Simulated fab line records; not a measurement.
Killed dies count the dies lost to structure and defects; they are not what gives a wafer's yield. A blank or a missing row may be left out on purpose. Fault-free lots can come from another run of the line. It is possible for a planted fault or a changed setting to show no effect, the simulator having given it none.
Chamber matching + flow n5 finfet + rie diel-02 running N5_BEOL_M3_DESCUM_33: 4 sister chambers
The step chemistry O2, time 7 s. 4 wafers are shown with their chamber, then 11 later ones without.

## EACH WAFER AND ITS CHAMBER
| wafer  | chamber | showerhead plenum p Torr (Torr) |
|--------|---------|---------------------------------|
| L082.1 | 0       | 2.16                            |
| L083.5 | 1       | 2.14                            |
| L083.6 | 2       | 2.03                            |
| L088.1 | 3       | 2.04                            |

## WAFERS WHOSE CHAMBER IS MISSING
| wafer  | showerhead plenum p Torr (Torr) |
|--------|---------------------------------|
| L088.2 | 2.15                            |
| L088.5 | 2.15                            |
| L091.2 | 2.15                            |
| L091.3 | 2.02                            |
| L091.5 | 2.03                            |
| L096.1 | 2.03                            |
| L096.2 | 2.14                            |
| L096.4 | 2.02                            |
| L097.3 | 2.03                            |
| L097.4 | 2.14                            |
| L097.6 | 2.14                            |

## WHICH CHAMBER EACH ONE RAN IN
| wafer  | from the rows above     | in truth |
|--------|-------------------------|----------|
| L088.2 | can't be placed: 1 or 0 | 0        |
| L088.5 | can't be placed: 1 or 0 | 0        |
| L091.2 | can't be placed: 1 or 0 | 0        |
| L091.3 | can't be placed: 2 or 3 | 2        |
| L091.5 | can't be placed: 2 or 3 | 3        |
| L096.1 | can't be placed: 2 or 3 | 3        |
| L096.2 | 1                       | 1        |
| L096.4 | can't be placed: 2 or 3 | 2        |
| L097.3 | can't be placed: 2 or 3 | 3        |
| L097.4 | 1                       | 1        |
| L097.6 | 1                       | 1        |
Placed correctly: 3 of 11. These rows do not allow placing 8 (true chamber among the candidates in 8). Placed wrongly: 0.
How it was worked out, from the rows above alone: a wafer's distance from a chamber is the root of the sum, over the readings, of the square of ((its reading less the chamber's mean) divided by the reading's scatter). If the next closest chamber is less than 2 further off than the closest, the wafer can't be placed; otherwise it belongs to the closest. The mean given for a chamber averages the wafers shown for that chamber. The scatter: with one shown wafer a chamber, the root of the mean of the squares of how far each hidden wafer lies from its nearest shown one.
